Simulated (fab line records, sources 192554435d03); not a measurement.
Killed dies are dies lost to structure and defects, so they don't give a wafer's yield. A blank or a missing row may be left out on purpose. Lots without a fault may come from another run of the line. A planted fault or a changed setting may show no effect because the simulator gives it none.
Which tool did it? | flow n5_finfet | 10 lots, 24 wafers sampled, at 1 step of a route of 1938

WHAT THE GAUGES READ, wafer by wafer
N5_BEOL_M4_RC_MEAS_101.
lot  | measured     | on        | DIBL_N (mV/V)  | DIBL_P (mV/V)  | IOFF_N (nA/um) | IOFF_P (nA/um) | ION_N (uA/um) | ION_P (uA/um) | SS_N (mV/dec)  | SS_P (mV/dec)  | VT_N (mV)   | VT_P (mV)
L615 | day 7 20:10  | prober-01 | 35.2 36.8      | 35.1 35.2      | 0.17 0.21      | 0.22 0.22      | 691 694       | 472 466       | 70.9 71.7      | 73.1 73.5      | 244 242     | -245 -246
L616 | day 8 10:36  | prober-01 | 40.0 32.6      | 37.8 30.3      | 0.23 0.12      | 0.28 0.18      | 690 679       | 468 474       | 72.1 69.8      | 74.2 72.2      | 242 249     | -246 -251
L617 | day 8 14:39  | prober-01 | 36.7 37.8 34.0 | 37.6 38.4 33.3 | 0.18 0.21 0.13 | 0.24 0.24 0.16 | 670 678 667   | 463 455 459   | 72.8 73.3 72.2 | 73.0 74.1 73.1 | 249 250 257 | -249 -249 -254
L625 | day 11 09:28 | prober-02 | 33.3 36.6      | 33.2 37.3      | 0.11 0.16      | 0.15 0.19      | 661 656       | 450 446       | 71.0 72.3      | 72.3 74.1      | 254 253     | -255 -255
L630 | day 12 08:11 | prober-01 | 38.6 34.9 39.8 | 39.1 34.7 40.8 | 0.21 0.13 0.25 | 0.25 0.18 0.29 | 687 658 683   | 462 448 465   | 72.5 72.0 72.4 | 74.8 73.1 74.8 | 246 254 242 | -249 -253 -246
L632 | day 12 08:45 | prober-02 | 33.8 41.3 34.4 | 34.0 42.8 34.7 | 0.11 0.28 0.13 | 0.18 0.35 0.19 | 664 705 673   | 460 482 464   | 70.7 72.3 70.6 | 72.6 74.6 72.5 | 254 240 252 | -251 -243 -252
L634 | day 12 12:43 | prober-01 | 36.8 31.9 35.9 | 37.8 32.6 36.6 | 0.16 0.09 0.15 | 0.21 0.15 0.20 | 685 660 676   | 465 463 468   | 71.4 70.5 71.2 | 73.6 71.4 72.9 | 250 258 251 | -248 -256 -251
L635 | day 13 08:21 | prober-01 | 36.6 37.0      | 36.4 37.0      | 0.14 0.16      | 0.22 0.24      | 661 672       | 458 466       | 71.7 71.4      | 73.2 73.7      | 253 249     | -250 -249
L636 | day 13 13:23 | prober-01 | 34.7 33.0      | 35.0 31.9      | 0.12 0.11      | 0.17 0.15      | 664 663       | 460 464       | 71.2 70.9      | 72.7 71.9      | 254 258     | -253 -256
L637 | day 13 23:28 | prober-01 | 38.3 39.1      | 37.2 37.9      | 0.19 0.21      | 0.21 0.22      | 689 679       | 465 454       | 72.3 73.5      | 74.2 73.3      | 249 246     | -253 -250

WHICH TOOL RAN EACH LOT (tool, then ch and the chambers of the sampled wafers, then the start)
The record holds no process step before these readings.

WHAT THE TOOLS THEMSELVES READ (means of the sampled wafers that have a number; where no wafer has one, the mark that the record gives instead)
The record holds no such reading with a usual standard deviation.

THE ANSWER, worked out from the rows above alone
Rule: what is usual is taken from the lots themselves. Put in order of their means at a reading, lots are off if they are a third of the lots or fewer, leave a main group of 4 or more, and stand apart from it by a gap of 3 or more times the standard deviation of the main group's means; of several such gaps the widest counts. A main group whose means are all the same, to the digits that the tables above print for the reading, isn't used. A lot without any number at a reading at which 4 lots or more have one is off too. The other lots that the step has rows for count as sound. The gauges are gone through in route order, then the tools' own readings, and for those a lot's mean is taken as printed above. The first step at which some lot is off is used, and at that step the reading that is off furthest; a lot without a number counts as furthest.
No lot is off at any reading shown: from this, nothing can be told.

WHAT THE SIMULATOR HAD PUT IN
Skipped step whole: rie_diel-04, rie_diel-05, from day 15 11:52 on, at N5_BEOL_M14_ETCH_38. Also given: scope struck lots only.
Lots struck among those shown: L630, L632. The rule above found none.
